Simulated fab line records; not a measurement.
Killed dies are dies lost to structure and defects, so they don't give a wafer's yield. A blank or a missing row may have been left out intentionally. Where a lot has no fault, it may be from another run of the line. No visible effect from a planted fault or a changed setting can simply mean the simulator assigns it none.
Matching of chambers ; flow nand harc ; 4 sister chambers for NHARC_P_BONDPAD_CMP_19 on cmp-01
The step polishes, t overpolish 30 s, cu recess touch 16 s, target thk 160.81 nm. 16 wafers are shown with their chamber, then 8 later ones without.

== WAFERS, EACH WITH ITS CHAMBER ==
wafer;chamber;motor current A (A);slurry flow ml min;overpolish run s (s)
L076.3;1;11.7;151.0;29.985
L076.5;3;10.8;149.5;30.020
L076.6;2;12.8;150.5;30.009
L078.4;0;14.9;149.9;30.005
L078.5;3;11.2;150.9;29.985
L078.6;2;11.8;149.2;30.000
L083.4;2;12.2;149.9;30.003
L083.5;3;11.4;149.7;30.006
L083.6;2;12.2;150.1;29.986
L089.4;0;13.7;149.7;30.008
L089.5;1;11.8;150.5;29.999
L089.6;0;14.2;149.9;30.010
L090.1;2;12.8;150.7;30.007
L090.4;3;10.8;149.7;30.002
L090.5;2;11.9;149.7;30.010
L091.1;1;11.2;150.2;29.997

SIGNATURES, as means of the wafers listed above
reading;chamber 0;chamber 1;chamber 2;chamber 3;scatter within a chamber
motor current A;14.267;11.567;12.283;11.050;0.421
slurry flow ml min;149.833;150.567;150.017;149.950;0.506
overpolish run s;30.00767;29.99367;30.00250;30.00325;0.00978
Rule: distance of a wafer from a chamber = root of the sum over the readings of ((wafer's reading minus chamber's mean) / reading's scatter) squared. The wafer belongs to the nearest chamber; if the next one is less than 2 further off, it can't be placed. The scatter: take each reading less its chamber's mean, square it, sum over the shown wafers, divide by the number of wafers less the number of chambers, and take the root.

== WAFERS WITHOUT THEIR CHAMBER ==
wafer;motor current A (A);slurry flow ml min;overpolish run s (s)
L091.3;11.1;149.5;29.996
L091.4;14.2;149.7;29.986
L094.1;12.0;150.4;30.003
L094.2;11.3;149.2;29.993
L094.4;12.4;149.6;30.000
L096.1;14.7;149.5;30.002
L096.2;11.6;149.1;30.004
L096.6;14.1;149.1;30.004

== WHICH CHAMBER EACH WENT THROUGH ==
wafer;from the rows above;in truth
L091.3;can't be placed: 3 or 1 or 2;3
L091.4;0;0
L094.1;can't be placed: 2 or 1 or 3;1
L094.2;can't be placed: 3 or 1 or 2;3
L094.4;can't be placed: 2 or 1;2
L096.1;0;0
L096.2;can't be placed: 3 or 2 or 1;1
L096.6;0;0
Placed correctly: 3 of 8. Unplaceable from these rows: 5, with the true chamber sitting among the candidates in 5. Wrongly placed: 0.
